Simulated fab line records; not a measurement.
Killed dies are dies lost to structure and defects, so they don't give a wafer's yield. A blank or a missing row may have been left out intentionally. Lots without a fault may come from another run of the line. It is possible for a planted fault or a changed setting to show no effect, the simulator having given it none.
Chamber matching :: flow n5Finfet :: N5_BEOL_M2_DESCUM_33 on rieDiel-02 has 4 sister chambers
The step chemistry O2, time 7 s. 7 wafers are shown with their chamber, then 7 later ones without.

== WAFERS, EACH WITH ITS CHAMBER ==
wafer: L075.5
chamber: 1
throttleValvePct (%): 20.18
chamberPressureMTorr (mTorr): 19.966

wafer: L077.6
chamber: 2
throttleValvePct (%): 20.11
chamberPressureMTorr (mTorr): 20.008

wafer: L078.1
chamber: 3
throttleValvePct (%): 20.39
chamberPressureMTorr (mTorr): 20.026

wafer: L078.3
chamber: 0
throttleValvePct (%): 20.18
chamberPressureMTorr (mTorr): 20.018

wafer: L078.6
chamber: 0
throttleValvePct (%): 20.19
chamberPressureMTorr (mTorr): 19.989

wafer: L092.2
chamber: 3
throttleValvePct (%): 20.43
chamberPressureMTorr (mTorr): 20.003

wafer: L092.4
chamber: 2
throttleValvePct (%): 20.15
chamberPressureMTorr (mTorr): 19.998

== WAFERS WITH NO CHAMBER GIVEN ==
wafer: L092.6
throttleValvePct (%): 20.44
chamberPressureMTorr (mTorr): 19.978

wafer: L096.1
throttleValvePct (%): 20.26
chamberPressureMTorr (mTorr): 19.991

wafer: L096.2
throttleValvePct (%): 20.24
chamberPressureMTorr (mTorr): 20.006

wafer: L096.5
throttleValvePct (%): 20.17
chamberPressureMTorr (mTorr): 20.011

wafer: L095.1
throttleValvePct (%): 20.26
chamberPressureMTorr (mTorr): 19.992

wafer: L095.4
throttleValvePct (%): 20.24
chamberPressureMTorr (mTorr): 20.016

wafer: L095.5
throttleValvePct (%): 20.45
chamberPressureMTorr (mTorr): 20.025

== WHICH CHAMBER EACH ONE RAN IN ==
wafer: L092.6
from the rows above: 3
in truth: 3

wafer: L096.1
from the rows above: can't be placed: 0 or 1
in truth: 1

wafer: L096.2
from the rows above: can't be placed: 0 or 1
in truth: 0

wafer: L096.5
from the rows above: can't be placed: 0 or 2
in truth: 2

wafer: L095.1
from the rows above: can't be placed: 0 or 1
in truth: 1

wafer: L095.4
from the rows above: can't be placed: 0 or 1
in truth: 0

wafer: L095.5
from the rows above: 3
in truth: 3
2 of 7 placed correctly. Unplaceable from these rows: 5, with the true chamber sitting among the candidates in 5. Number placed wrongly: 0.
How it was worked out, from the rows above alone: a wafer's distance from a chamber is the root of the sum, over the readings, of the square of ((its reading less the chamber's mean) divided by the reading's scatter). The wafer belongs to the nearest chamber; if the next one is less than 2 further off, it can't be placed. A chamber's mean is the mean of its shown wafers. The scatter: the root of (the sum of the squares of (reading less its chamber's mean) over the shown wafers, divided by (wafers less chambers)).
